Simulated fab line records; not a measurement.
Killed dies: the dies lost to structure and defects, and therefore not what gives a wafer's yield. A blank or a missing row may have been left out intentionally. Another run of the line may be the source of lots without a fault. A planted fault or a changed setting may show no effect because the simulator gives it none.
Struck lot and sound lot, side by side :: flow n5Finfet :: 16 steps out of a route of 1938
Sound: wafers L221.2, L221.3, L221.5. Struck: wafer L227.3. (L227.4 of the same lot was not struck and is left out.) The cause comes at the end.
At each step with rows: each side's tool, then ch and its chambers, then its first start. Under that, the readings that differ: sound wafers :: struck wafers :: difference of the means :: sigmas: that difference in standard deviations of wafers without a fault.
alike: a reading whose means differ by less than 2 such deviations, as well as words and numbers matching on both sides. not compared: withheld readings; readings where some wafer has no value; bounds like >300 that might hide an equal value; numbers whose values overlap and for which the record gives no deviation.
Wherever a step has rows on one side only, a row that says differs or no value, or a row with sigmas, the two part there. Numbers that have no deviation but don't overlap get no sigmas and don't part them. A reading missing from all wafers of one side parts the sides only when that side holds two or more wafers.

N5_BEOL_M2_ETCH_41: etches SiCN in CH3F/O2, target depth 29.9 nm, time 52.5 s.
  sound on rieDiel-06 ch 0,3; struck on rieDiel-04 ch 1
  alike: chamberPressureMTorr, drypumpMotorCurrentA, oesProductAu, rfVppV, showerheadPlenumPTorr, throttleValvePct
  not compared: rfHoursCounterH
N5_BEOL_M2_STRIP_97: strips in N2/H2, time 10 s.
  sound on rieDiel-06 ch 0,3; struck on rieDiel-04 ch 1
  alike: biasPowerW, chamberPressureMTorr, drypumpMotorCurrentA, n2FlowSccm, oesProductAu, rfVppV, showerheadPlenumPTorr, throttleValvePct
  not compared: rfHoursCounterH
N5_BEOL_M2_OCD_MEAS_38:
  sound on ocd-02, day 8 06:10; struck on ocd-02, day 10 10:05
  alike: trenchDepthNm
then, 4 steps without rows for these wafers: N5_BEOL_M2_HM_STRIP_39 (strips TiN in peroxide tin strip, target depth 25 nm, time 158 s); N5_BEOL_M2_SRD_40 (time 30 s); N5_BEOL_M2_PRECLEAN_42 (cleans in residue remover, time 60 s); N5_BEOL_M2_SRD_43 (time 30 s).
N5_BEOL_M2_CD_MEAS_35: target cd 18 nm, target cd y 22.2 nm.
  sound on cdSem-01, day 8 06:19; struck on cdSem-01, day 10 10:14
  alike: cdNm
then, 1 step without rows for these wafers: N5_BEOL_M2_DEGAS_44 (time 60 s).
N5_BEOL_M2_PRE_CLEAN_45: time 30 s.
  sound on pvdSputter-02, day 8 06:54; struck on pvdSputter-02, day 10 10:41
  alike: heaterPowerW
N5_BEOL_M2_ALD_84: deposits TaN, pulse time 2 s, purge time 3 s, co reactant purge time 2 s.
  sound on aldMetal-04 ch 1,2,3, day 8 07:11; struck on aldMetal-04 ch 3, day 10 10:46
  alike: chamberPressureTorr, heaterPowerW
N5_BEOL_M2_SURFACE_TREAT_85:
  sound on pvdSputter-03, day 8 07:25; struck on pvdSputter-02, day 10 11:05
  not compared: pressureMtorr, throttleValvePct
N5_BEOL_M2_CVD_47: deposits Co from CCTBA/H2, target thk 3 nm, time 223.8 s.
  sound on cvdCo-02 ch 0,2, day 8 07:43; struck on cvdCo-01 ch 1, day 10 11:09
reading: runLengthS (s)
sound: 247.7 246.7 247.2
struck: 245.0
difference: -2.2
sigmas: -5
  alike: chamberPressureTorr
then, 1 step without rows for these wafers: N5_BEOL_M2_SPUTTER_48 (material Cu, target thk 4.5 nm, time 8.29 s).
N5_BEOL_M4_RC_MEAS_101:
  sound on prober-01 ch 0, day 9 13:55; struck on prober-01 ch 0, day 11 07:29
reading: ION_P (uA/um)
sound: 475 466 463
struck: 454
difference: -14
sigmas: -2

reading: VT_N (mV)
sound: 246.4 248.7 245.6
struck: 251.8
difference: +4.9
sigmas: +2
  alike: DIBL_N, DIBL_P, IOFF_N, IOFF_P, ION_N, SS_N, SS_P, VT_P
-- a jump in the record: the struck wafers' starts before and after are 4 days apart (it breaks off in module BEOL_M4 and resumes in module PASSIVATION, where the first step shown is number 1936 of the route) --
N5_PASSIVATION_PROBE_49:
  rows exist in the record for the struck wafers here (prober-01, day 15 09:44), but not for the sound ones

## WHERE THEY PART
First at N5_BEOL_M2_CVD_47; last, within this record, at N5_PASSIVATION_PROBE_49.

WHY: the cause the simulator had injected
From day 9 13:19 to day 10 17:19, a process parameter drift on cvdCo-01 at N5_BEOL_M2_CVD_47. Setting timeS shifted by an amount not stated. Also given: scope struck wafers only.
